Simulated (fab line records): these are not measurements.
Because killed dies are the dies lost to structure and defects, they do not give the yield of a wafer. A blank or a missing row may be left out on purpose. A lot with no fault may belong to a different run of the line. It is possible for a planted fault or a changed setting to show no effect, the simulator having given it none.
Which tool is to blame? / flow nand harc / 21 wafers from 7 lots sampled at 4 of the route's 1302 steps

WHAT THE GAUGES READ, wafer by wafer
NHARC_THIN_TSV_CD_MEAS_37.
lot=L128; measured=day 24 20:36; on=cd sem-03; cd nm (nm)=4999.0 5002.7 4999.1
lot=L132; measured=day 26 09:32; on=cd sem-02; cd nm (nm)=5006.7 5005.2 5002.4
lot=L134; measured=day 28 01:41; on=cd sem-03; cd nm (nm)=4998.1 5001.4 5000.9
lot=L138; measured=day 29 05:13; on=cd sem-03; cd nm (nm)=5001.2 5001.8 5003.2
lot=L145; measured=day 31 22:12; on=cd sem-02; cd nm (nm)=4999.5 5000.6 5001.6
lot=L149; measured=day 33 04:19; on=cd sem-01; cd nm (nm)=5003.3 5003.7 5000.7
lot=L150; measured=day 34 04:54; on=cd sem-02; cd nm (nm)=5006.4 5003.9 5005.3

EACH LOT AND THE TOOL THAT RAN IT (in order: tool; ch and the chambers of the sampled wafers; start)
lot=L128; NHARC_A_CONTACT_ETCH_119=har cap etch-03 ch 0,1, day 22 09:55; NHARC_THIN_TSV_DEGAS_49=pvd sputter-02, day 24 16:09; NHARC_THIN_TSV_DEGAS_53=pvd sputter-01, day 24 18:08
lot=L132; NHARC_A_CONTACT_ETCH_119=har cap etch-03 ch 0,1, day 23 18:30; NHARC_THIN_TSV_DEGAS_49=pvd sputter-03, day 26 04:44; NHARC_THIN_TSV_DEGAS_53=pvd sputter-01, day 26 06:44
lot=L134; NHARC_A_CONTACT_ETCH_119=har cap etch-02 ch 0,1, day 25 13:38; NHARC_THIN_TSV_DEGAS_49=pvd sputter-03, day 27 21:00; NHARC_THIN_TSV_DEGAS_53=pvd sputter-01, day 27 23:00
lot=L138; NHARC_A_CONTACT_ETCH_119=har cap etch-03 ch 0,1, day 26 14:21; NHARC_THIN_TSV_DEGAS_49=pvd sputter-03, day 29 00:31; NHARC_THIN_TSV_DEGAS_53=pvd sputter-02, day 29 02:29
lot=L145; NHARC_A_CONTACT_ETCH_119=har cap etch-03 ch 0,1, day 29 14:01; NHARC_THIN_TSV_DEGAS_49=pvd sputter-02, day 31 17:44; NHARC_THIN_TSV_DEGAS_53=pvd sputter-03, day 31 19:44
lot=L149; NHARC_A_CONTACT_ETCH_119=har cap etch-02 ch 0,1, day 30 16:58; NHARC_THIN_TSV_DEGAS_49=pvd sputter-03, day 32 23:35; NHARC_THIN_TSV_DEGAS_53=pvd sputter-02, day 33 01:35
lot=L150; NHARC_A_CONTACT_ETCH_119=har cap etch-02 ch 0,1, day 31 17:29; NHARC_THIN_TSV_DEGAS_49=pvd sputter-02, day 34 00:19; NHARC_THIN_TSV_DEGAS_53=pvd sputter-02, day 34 02:20
- NHARC_A_CONTACT_ETCH_119: etches the open film in C4F8/O2/Ar, time 190 s, target depth 1850 nm.
- NHARC_THIN_TSV_DEGAS_49: time 120 s.
- NHARC_THIN_TSV_DEGAS_53: time 60 s.

THE ANSWER, worked out from the rows above alone
Rule: what is usual is taken from the lots themselves. The widest of any qualifying gaps counts: lots, ordered by their means at a reading, are off when they make up no more than a third of the lots, leave a main group of 4 or more, and stand apart from it by 3 or more times the standard deviation of that group's means. A main group is skipped when, at the precision printed for the reading in the tables above, its means are all equal. A lot without any number at a reading at which 4 lots or more have one is off too. All remaining lots with rows at the step are treated as sound.
Nothing can be told from this: no lot is off at any reading shown.

WHAT THE SIMULATOR HAD INSERTED
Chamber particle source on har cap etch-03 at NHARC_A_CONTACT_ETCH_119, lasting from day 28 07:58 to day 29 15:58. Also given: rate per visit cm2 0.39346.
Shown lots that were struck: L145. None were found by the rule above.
